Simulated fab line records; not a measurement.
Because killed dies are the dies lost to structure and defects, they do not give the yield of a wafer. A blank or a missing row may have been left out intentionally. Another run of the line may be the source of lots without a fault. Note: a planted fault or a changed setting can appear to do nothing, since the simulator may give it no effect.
fab line records	flow n5_finfet
record: lots: 11	wafers: 27	last_day: 19
route steps=1938 shown FIN_SAQP@120 BEOL_M4@1111 PASSIVATION@1936
lots with no fault: from the same line, run without faults
start_h: hours from the record's opening day to when the first of the lot's shown wafers began	wait_h: how many hours have passed since the lot's step before this one	" the same as in the row above	L1.1+2: several wafers, shown together as one row	- either no value or no given start	* or withheld: withheld	< > ~ a bound
route shown NAME@n: a module of which the file shows steps, and the number in the route of the first	usual: the fault-free wafers' mean and standard deviation	same: alike in all rows	chamber/n: place in a boat	sites: readings site by site	_std_site: the values' standard deviation	_edge_site: outer sites' mean less inner sites'	radius_mm: how far each site lies from the wafer's centre	mask NAME#n: copy n	behind: the most recent tool/chamber to have shaped the wafer	hold: the reason the lot was held/the length of the hold in hours/how it ended	device: whichever transistor did not switch (one of n, p or np)	end of line: tests run on the same wafers once the route is complete	a step with no rows: only its recipe	killed: count of dies lost to structure and defects at first sort (not the wafer's yield)	map: the dies of a wafer, with x for killed, . for not killed, _ for no die there
set.NAME: the run value of the setting; set.NAME@STEP: its run value at that earlier step	model.NAME: the simulator's own value behind a step, which no gauge read
steps of the route over a sample of lots; a table a step, a row a wafer
services: when a tool's chamber went out of use (start_h, in hours from the record's first day, below 0 if earlier), for how many hours, and the reason
== steps ==
step: N5_FIN_SAQP_MANDREL_ETCH_22
recipe: target_depth_a: 600	chemistry: HBr/Cl2	target: a-Si	stop_on: SiNx	bt_time_s: 10	over_etch_frac: 0.5	time_s: 30	pressure_mtorr: 10	icp_w: 800	bias_w: 75	HBr_flow_sccm: 150	Cl2_flow_sccm: 80	ends: end_point
usual: drypump_motor_current_A: 5.6/0.49	oes_product_au: 0.770/0.012	over_etch_frac: 0.5/0	throttle_valve_pct: 35.5/0.53
same: bt_time_s: 10
lot.wafer	tool	chamber	start_h	wait_h	drypump_motor_current_A	oes_product_au	over_etch_frac	rf_hours_counter_h	throttle_valve_pct
L798.3	rie_si-04	2	28.35	0.0	6.4	0.775	0.5	85	35.5
L798.4	"	3	"	"	5.8	0.770	0.5	105	36.1
L799.1	rie_si-01	3	40.61	0.0	5.6	0.763	0.5	82	36.1
L799.5	"	3	"	"	5.6	0.765	0.5	-	36.0
L799.6	"	2	"	"	6.4	0.761	0.5	-	34.3
L800.1	rie_si-04	3	41.03	0.0	5.8	0.767	0.5	105	36.2
L800.5	"	3	"	"	5.8	0.761	0.5	-	36.2
L806.1	rie_si-04	0	77.33	0.0	5.1	0.810	0.43803	124	35.6
L806.5	"	1	"	"	5.5	0.796	0.43803	-	35.1
L808.3	rie_si-04	0	87.95	0.0	5.1	0.783	0.5	125	35.7
L808.5	"	1	"	"	5.5	0.824	0.43803	-	35.0
L809.1	rie_si-04	0	95.31	0.0	5.1	0.801	0.43803	125	35.6
L809.4	"	2	"	"	6.4	0.781	0.5	86	35.4
L813.1	rie_si-03	2	119.63	0.0	5.7	0.755	0.5	172	35.8
L813.2	"	3	"	"	6.3	0.756	0.5	15	36.0
L813.4	"	0	"	"	5.5	0.783	0.5	1	34.8
L816.1	rie_si-03	2	136.33	0.0	5.7	0.752	0.5	172	35.8
L816.3	"	3	"	"	6.3	0.755	0.5	15	36.0
L817.1	rie_si-01	1	142.58	0.0	4.6	0.775	0.5	179	35.4
L817.2	"	3	"	"	5.6	0.758	0.5	84	36.1
L817.5	"	1	"	"	4.6	0.792	0.5	-	35.4
L818.1	rie_si-01	1	147.89	0.0	4.6	0.771	0.5	179	35.4
L818.5	"	3	"	"	5.6	0.777	0.5	-	36.1
L818.6	"	1	"	"	4.6	0.774	0.5	-	35.4
L819.3	rie_si-01	2	155.26	0.0	6.4	0.775	0.5	34	34.3
L819.5	"	0	"	"	5.7	0.762	0.5	-	35.3
L819.6	"	1	"	"	4.6	0.781	0.5	-	35.4
step: N5_FIN_SAQP_RECESS_75
recipe: chemistry: HF/NH3	target: SiO2	target_depth_a: 144	afs_cycles: 3	temp_c: 30	sublimation_temp_c: 180	sublimation_time_s: 60
usual: drypump_motor_current_A: 5.8/0.62	temp_c: 30.01/0.11
lot.wafer	tool	chamber	start_h	wait_h	drypump_motor_current_A	temp_c
L798.3	vapor_etch-01	1	28.99	0.2	6.5	29.97
L798.4	"	0	"	"	6.0	29.95
L799.1	vapor_etch-01	1	41.05	0.0	6.5	30.13
L799.5	"	1	"	"	6.5	30.05
L799.6	"	0	"	"	6.0	30.16
L800.1	vapor_etch-01	0	41.46	0.0	6.0	29.90
L800.5	"	1	"	"	6.5	30.03
L806.1	vapor_etch-02	0	77.75	0.0	5.8	29.70
L806.5	"	0	"	"	5.7	29.69
L808.3	vapor_etch-01	1	88.50	0.1	6.5	29.85
L808.5	"	1	"	"	6.5	29.81
L809.1	vapor_etch-01	1	95.73	0.0	6.5	30.10
L809.4	"	1	"	"	6.5	30.12
L813.1	vapor_etch-01	0	120.05	0.0	6.0	30.00
L813.2	"	1	"	"	6.5	29.94
L813.4	"	1	"	"	6.5	30.24
L816.1	vapor_etch-01	0	136.77	0.0	6.0	30.09
L816.3	"	0	"	"	6.0	30.10
L817.1	vapor_etch-01	0	143.05	0.0	6.0	30.07
L817.2	"	1	"	"	6.5	30.17
L817.5	"	0	"	"	6.0	30.06
L818.1	vapor_etch-02	0	148.33	0.0	5.7	30.14
L818.5	"	1	"	"	4.8	29.88
L818.6	"	0	"	"	5.7	30.10
L819.3	vapor_etch-01	1	155.80	0.1	6.5	30.13
L819.5	"	0	"	"	6.0	29.97
L819.6	"	1	"	"	6.4	29.96
step: N5_FIN_SAQP_SPACER1_ETCHBACK_25
recipe: chemistry: CHF3/O2	mode: anisotropic_etchback	target: SiO2	target_depth_a: 244	time_s: 12.2	pressure_mtorr: 30	source_w: 650	bias_w: 170	Ar_flow_sccm: 200	CHF3_flow_sccm: 50	O2_flow_sccm: 5	ion_energy_ev: 200
usual: drypump_motor_current_A: 5.6/0.41	oes_ar_750_au: 0.76/0.072	oes_f_703_au: 0.77/0.083	oes_product_au: 0.76/0.069	rf_vpp_V: 522/11	showerhead_plenum_p_Torr: 2.42/0.064	throttle_valve_pct: 18.95/0.23
lot.wafer	tool	chamber	start_h	wait_h	drypump_motor_current_A	oes_ar_750_au	oes_f_703_au	oes_product_au	rf_hours_counter_h	rf_vpp_V	showerhead_plenum_p_Torr	throttle_valve_pct
L798.3	rie_diel-03	2	29.97	0.4	5.2	0.77	0.76	0.77	130	528	2.33	19.12
L798.4	"	3	"	"	4.8	0.69	0.68	0.70	219	545	2.29	19.06
L799.1	rie_diel-03	2	42.15	0.4	5.2	0.76	0.77	0.77	134	528	2.33	19.12
L799.5	"	3	"	"	4.8	0.69	0.67	0.70	-	545	2.29	19.07
L799.6	"	2	"	"	5.2	0.76	0.77	0.77	-	528	2.33	19.13
L800.1	rie_diel-02	3	42.56	0.4	5.7	0.71	0.72	0.70	216	516	2.38	18.91
L800.5	"	1	"	"	5.5	0.73	0.73	0.71	-	527	2.40	19.17
L806.1	rie_diel-02	0	78.85	0.4	6.3	0.89	0.93	0.87	45	508	2.45	19.04
L806.5	"	1	"	"	5.5	0.71	0.71	0.71	-	528	2.39	19.18
L808.3	rie_diel-02	3	89.68	0.5	5.7	0.70	0.71	0.69	234	516	2.38	18.94
L808.5	"	2	"	"	5.2	0.81	0.82	0.80	-	516	2.52	18.59
L809.1	rie_diel-02	3	97.54	0.5	5.7	0.70	0.71	0.69	235	516	2.37	18.95
L809.4	"	1	"	"	5.5	0.71	0.71	0.71	216	526	2.39	19.19
L813.1	rie_diel-02	2	121.15	0.4	5.2	0.79	0.80	0.78	99	515	2.51	18.60
L813.2	"	1	"	"	5.5	0.71	0.71	0.70	225	526	2.39	19.21
L813.4	"	0	"	"	6.3	0.88	0.90	0.85	57	509	2.44	19.07
L816.1	rie_diel-02	0	139.70	0.4	6.3	0.87	0.90	0.85	63	510	2.44	19.10
L816.3	"	3	"	"	5.7	0.69	0.70	0.68	250	516	2.37	18.96
L817.1	rie_diel-02	1	144.15	0.4	5.5	0.70	0.70	0.70	232	528	2.38	19.22
L817.2	"	0	"	"	6.3	0.86	0.89	0.85	65	510	2.44	19.11
L817.5	"	2	"	"	5.2	0.78	0.80	0.78	-	515	2.51	18.61
L818.1	rie_diel-02	1	149.43	0.4	5.5	0.71	0.70	0.70	235	527	2.38	19.21
L818.5	"	2	"	"	5.2	0.78	0.80	0.78	-	514	2.51	18.61
L818.6	"	1	"	"	5.5	0.70	0.70	0.70	-	527	2.38	19.21
L819.3	rie_diel-02	0	156.90	0.4	6.3	0.86	0.89	0.83	72	510	2.44	19.09
L819.5	"	0	"	"	6.4	0.86	0.89	0.83	-	509	2.44	19.11
L819.6	"	1	"	"	5.5	0.70	0.70	0.69	-	526	2.38	19.21
step: N5_FIN_SAQP_ETCH_65
recipe: chemistry: CF4	target: SiO2	target_depth_a: 40	ion_energy_ev: 350	time_s: 4.4	pressure_mtorr: 10	icp_w: 800	bias_w: 400	cf4_flow_sccm: 80
usual: drypump_motor_current_A: 5.7/0.52	oes_product_au: 1.003/0.026	throttle_valve_pct: 21.7/0.46
lot.wafer	tool	chamber	start_h	wait_h	drypump_motor_current_A	oes_product_au	rf_hours_counter_h	throttle_valve_pct
L798.3	rie_si-03	2	30.34	0.1	5.7	1.001	170	22.0
L798.4	"	3	"	"	6.3	0.981	-	22.1
L799.1	rie_si-04	2	42.52	0.1	6.4	1.044	85	21.3
L799.5	"	0	"	"	5.0	1.043	-	21.8
L799.6	"	1	"	"	5.5	1.026	-	21.8
L800.1	rie_si-04	2	42.92	0.1	6.4	1.033	85	21.3
L800.5	"	1	"	"	5.5	1.017	-	21.8
L806.1	rie_si-01	0	79.21	0.1	5.6	0.982	7	21.7
L806.5	"	2	"	"	6.4	0.992	-	21.0
L808.3	rie_si-03	1	90.11	0.1	5.5	0.967	35	21.1
L808.5	"	2	"	"	5.7	0.988	-	22.1
L809.1	rie_si-01	2	97.90	0.1	6.4	0.998	33	21.0
L809.4	"	1	"	"	4.6	0.979	178	21.6
L813.1	rie_si-01	0	121.51	0.1	5.6	0.987	8	21.7
L813.2	"	3	"	"	5.7	0.987	83	22.5
L813.4	"	2	"	"	6.4	1.001	33	21.0
L816.1	rie_si-04	2	140.07	0.1	6.4	1.028	86	21.3
L816.3	"	1	"	"	5.5	1.012	120	21.8
L817.1	rie_si-03	1	144.61	0.1	5.5	0.968	36	21.1
L817.2	"	0	"	"	5.5	1.026	2	21.4
L817.5	"	0	"	"	5.5	1.041	-	21.4
L818.1	rie_si-03	0	149.80	0.1	5.5	1.031	2	21.4
L818.5	"	1	"	"	5.5	0.966	-	21.1
L818.6	"	0	"	"	5.5	1.041	-	21.4
L819.3	rie_si-04	3	157.25	0.1	5.7	1.001	107	22.2
L819.5	"	3	"	"	5.7	1.007	-	22.3
L819.6	"	2	"	"	6.4	1.051	-	21.3
step: N5_BEOL_M4_RC_MEAS_101
usual: DIBL_N: 36.4/2.2	DIBL_P: 36.3/2.5	IOFF_N: 0.17/0.052	IOFF_P: 0.23/0.049	ION_N: 674/17	ION_P: 464/11	SS_N: 71.7/0.98	SS_P: 73.3/0.84	VT_N: 250/4	VT_P: -249/3.8
lot.wafer	tool	chamber	start_h	wait_h	DIBL_N[mV/V]	DIBL_P[mV/V]	IOFF_N[nA/um]	IOFF_P[nA/um]	ION_N[uA/um]	ION_P[uA/um]	SS_N[mV/dec]	SS_P[mV/dec]	VT_N[mV]	VT_P[mV]
L798.3	prober-01	0	186.41	0.3	36.5	36.3	0.15	0.22	686	466	71.0	72.7	247	-249
L798.4	"	0	"	"	34.8	33.8	0.11	0.18	627	440	71.2	73.0	259	-257
L800.1	prober-02	0	228.12	0.0	37.2	36.4	0.19	0.25	657	448	73.0	74.4	248	-247
L800.5	"	0	"	"	38.7	39.8	0.22	0.33	654	455	72.3	75.3	247	-245
L799.1	prober-02	0	239.10	0.0	37.6	38.8	0.21	0.33	691	477	71.3	73.8	246	-242
L799.5	"	0	"	"	36.1	35.6	0.16	0.25	686	481	71.6	73.1	251	-244
L799.6	"	0	"	"	33.2	33.2	0.12	0.21	656	464	70.8	72.4	256	-247
L806.1	prober-01	0	242.72	0.0	41.1	40.1	0.28	0.34	689	468	73.3	74.4	242	-240
L806.5	"	0	"	"	35.1	33.7	0.13	0.20	650	453	71.6	72.8	251	-249
L808.3	prober-01	0	275.87	0.3	38.0	38.4	0.17	0.23	644	438	72.0	74.0	250	-252
L808.5	"	0	"	"	33.3	34.2	0.11	0.17	671	460	70.8	72.1	256	-255
L809.1	prober-02	0	276.14	0.0	37.1	35.1	0.22	0.23	638	447	74.5	74.1	254	-249
L809.4	"	0	"	"	34.6	33.3	0.14	0.21	672	465	71.2	72.7	252	-248
L816.1	prober-02	0	317.45	0.0	36.8	36.9	0.18	0.24	689	468	71.7	72.9	245	-248
L816.3	"	0	"	"	38.1	38.4	0.19	0.25	679	463	72.0	73.9	246	-245
L813.1	prober-01	0	321.84	0.0	38.8	38.8	0.24	0.27	700	478	71.9	74.3	243	-243
L813.2	"	0	"	"	38.0	36.3	0.21	0.22	649	447	73.6	74.4	248	-251
L813.4	"	0	"	"	38.1	37.9	0.20	0.25	688	467	72.5	73.7	245	-247
L817.1	prober-01	0	326.37	0.0	33.2	33.6	0.11	0.17	667	459	70.6	71.8	252	-249
L817.2	"	0	"	"	37.1	37.4	0.18	0.23	695	472	72.1	72.9	244	-244
L817.5	"	0	"	"	35.7	35.1	0.15	0.18	659	451	70.6	72.5	251	-252
L818.1	prober-02	0	331.96	0.0	35.2	34.1	0.15	0.20	683	464	71.3	72.3	249	-251
L818.5	"	0	"	"	35.0	34.6	0.14	0.20	675	466	71.2	72.1	251	-250
L818.6	"	0	"	"	36.6	36.3	0.17	0.23	689	470	72.5	73.7	249	-249
L819.3	prober-01	0	348.84	0.3	35.3	35.1	0.15	0.21	679	470	71.6	73.5	252	-248
L819.5	"	0	"	"	37.2	37.3	0.19	0.24	687	470	71.8	73.9	247	-249
L819.6	"	0	"	"	32.0	30.7	0.11	0.16	676	470	69.8	72.2	255	-253
step: N5_PASSIVATION_PROBE_49
usual: defect_limited_yield: 91.2/1.4	killed_at_M0_to_M3: 34/9.3	killed_at_M4_up: 14/5.9	killed_at_contacts: 14/5.7	killed_at_front_end: 38/10	killed_at_other: 4/3.2	killed_dies: 104/17	killed_open: 67/13	killed_short: 33/6.9	sort_bin_5_function: 5.2/1	sort_bin_6_memory: 3.3/0.61	sort_bin_8_speed: 0.3/1.8	sort_n_pass: 1069/52
same: gross_dies: 1180	killed_at_back_side: 0	sort_bin_4_leakage[%]: 0
lot.wafer	tool	chamber	start_h	wait_h	defect_limited_yield[%]	killed_at_M0_to_M3	killed_at_M4_up	killed_at_contacts	killed_at_front_end	killed_at_other	killed_dies	killed_open	killed_short	sort_bin_5_function[%]	sort_bin_6_memory[%]	sort_bin_8_speed[%]	sort_n_pass
L799.1	prober-02	-	349.74	0.8	90.4	36	12	11	44	10	113	63	42	6.3	3.0	0	1067
L799.5	prober-02	-	349.94	1.0	93.0	30	12	3	36	2	83	51	27	3.7	3.0	0	1097
L799.6	prober-02	-	349.99	1.0	92.5	33	8	12	34	1	88	58	26	3.8	3.3	0	1092
L809.1	prober-01	-	380.70	0.0	87.3	39	14	57	38	2	150	79	31	9.0	3.4	1.4	1013
L808.3	prober-02	-	385.23	0.1	89.9	24	14	33	44	4	119	73	26	6.4	3.2	0.3	1058
L808.5	prober-02	-	385.33	0.2	92.2	26	14	15	30	7	92	56	29	4.2	3.1	0	1088
killed by level:class
L799.1 FIN_SAQP:geometric_particle:short=17 FIN_SAQP:geometric_particle:open=16 MOL_CONTACT_COAG:geometric_particle:open=9 BEOL_M2:geometric_particle:open=7 BEOL_M0_SAQP:geometric_particle:open=6 BEOL_M3:geometric_particle:open=6 PASSIVATION:area_etch=6 GATE_CUT:geometric_particle:short=4
L799.5 FIN_SAQP:geometric_particle:open=13 BEOL_M1:geometric_particle:open=7 FIN_SAQP:geometric_particle:short=6 BEOL_M0_SAQP:geometric_particle:short=6 BEOL_M3:geometric_particle:open=6 DUMMY_GATE:geometric_particle:open=3 BEOL_M0_SAQP:geometric_particle:open=3 BEOL_M1:geometric_particle:short=3
L799.6 FIN_SAQP:geometric_particle:open=16 MOL_CONTACT_COAG:geometric_particle:open=10 FIN_SAQP:geometric_particle:short=7 BEOL_M3:geometric_particle:open=7 BEOL_M1:geometric_particle:open=5 BEOL_M0_SAQP:geometric_particle:short=4 BEOL_M2:geometric_particle:open=4 BEOL_M1:geometric_particle:short=3
L809.1 MOL_CONTACT_COAG:area_etch=34 MOL_CONTACT_COAG:geometric_particle:open=17 FIN_SAQP:geometric_particle:open=12 BEOL_M0_SAQP:geometric_particle:open=11 BEOL_M0_SAQP:geometric_particle:short=7 BEOL_M3:geometric_particle:open=6 MOL_CONTACT_COAG:geometric_particle:short=5 BEOL_M2:geometric_particle:open=5
L808.3 MOL_CONTACT_COAG:geometric_particle:open=22 SDB:area_etch=14 DUMMY_GATE:geometric_particle:open=6 MOL_CONTACT_COAG:geometric_particle:short=6 BEOL_M2:geometric_particle:open=6 FIN_SAQP:geometric_particle:open=5 BEOL_M0_SAQP:geometric_particle:open=5 MOL_CONTACT_COAG:area_etch=5
L808.5 MOL_CONTACT_COAG:geometric_particle:open=14 STARTING-WAFER:geometric_particle:open=7 BEOL_M0_SAQP:geometric_particle:open=5 BEOL_M0_SAQP:geometric_particle:short=5 BEOL_M2:geometric_particle:open=5 SDB:area_etch=5 DUMMY_GATE:geometric_particle:open=4 BEOL_M3:geometric_particle:open=4
== services ==
tool	chamber	start_h	hours	kind
rie_si-03	0	24.91	2.5	repair
rie_si-01	-	26.86	0.3	repair
rie_si-03	0	27.41	-	clean
rie_si-03	0	27.41	-	consumable_replace:esc
rie_si-03	0	27.41	-	consumable_replace:focus_ring
rie_si-03	0	27.41	32.9	scheduled_down
rie_si-03	0	27.41	32.9	vent_cycle
rie_diel-03	0	40.31	-	clean
rie_diel-03	3	45.61	4.3	repair
rie_diel-02	1	52.92	1.5	repair
rie_si-03	3	65.05	3.2	repair
rie_diel-02	0	73.23	5.6	repair
rie_si-03	-	77.39	0.4	repair
vapor_etch-02	-	81.30	15.6	pm
rie_diel-02	0	82.78	5.5	repair
rie_si-01	0	122.45	26.4	repair
rie_si-04	-	125.19	14.6	pm
vapor_etch-01	-	139.94	2.8	pm
rie_si-03	3	140.43	4.8	repair
rie_diel-02	3	140.88	-	clean
rie_diel-02	3	140.88	-	consumable_replace:focus_ring
rie_diel-02	3	140.88	17.4	scheduled_down
rie_diel-02	3	140.88	17.4	vent_cycle
rie_si-04	3	146.87	2.2	repair
== key ==
first_sign: step: N5_FIN_SAQP_MANDREL_ETCH_22	reading: over_etch_frac	direction: down	sigmas: 99+	usual: 0.5	struck: 0.43803
effect none on later readings
met_at N5_FIN_SAQP_MANDREL_ETCH_22
struck_lots L806,L808,L809
struck_wafers L806.1,L806.5,L808.5,L809.1
baseline_loss: step: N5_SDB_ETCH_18	wafers: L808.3
baseline_loss: step: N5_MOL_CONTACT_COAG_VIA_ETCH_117	wafers: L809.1
not_acting_at N5_FIN_SAQP_RECESS_75,N5_FIN_SAQP_SPACER1_ETCHBACK_25,N5_FIN_SAQP_ETCH_65
onset_between 41.03 77.33
fault: kind: process_parameter_drift	tool: rie_si-04	chamber: -	onset_h: 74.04	steps: N5_FIN_SAQP_MANDREL_ETCH_22	channel: over_etch_frac	offset: -0.061969	shape: step	end_h: 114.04	scope: struck_wafers_only	acts_in: these_recipes_only	stated: 0.5
baseline_loss: these wafers lose ten dies or more at that step, a loss of the line's own and not of a fault; the sort's usual values leave them out
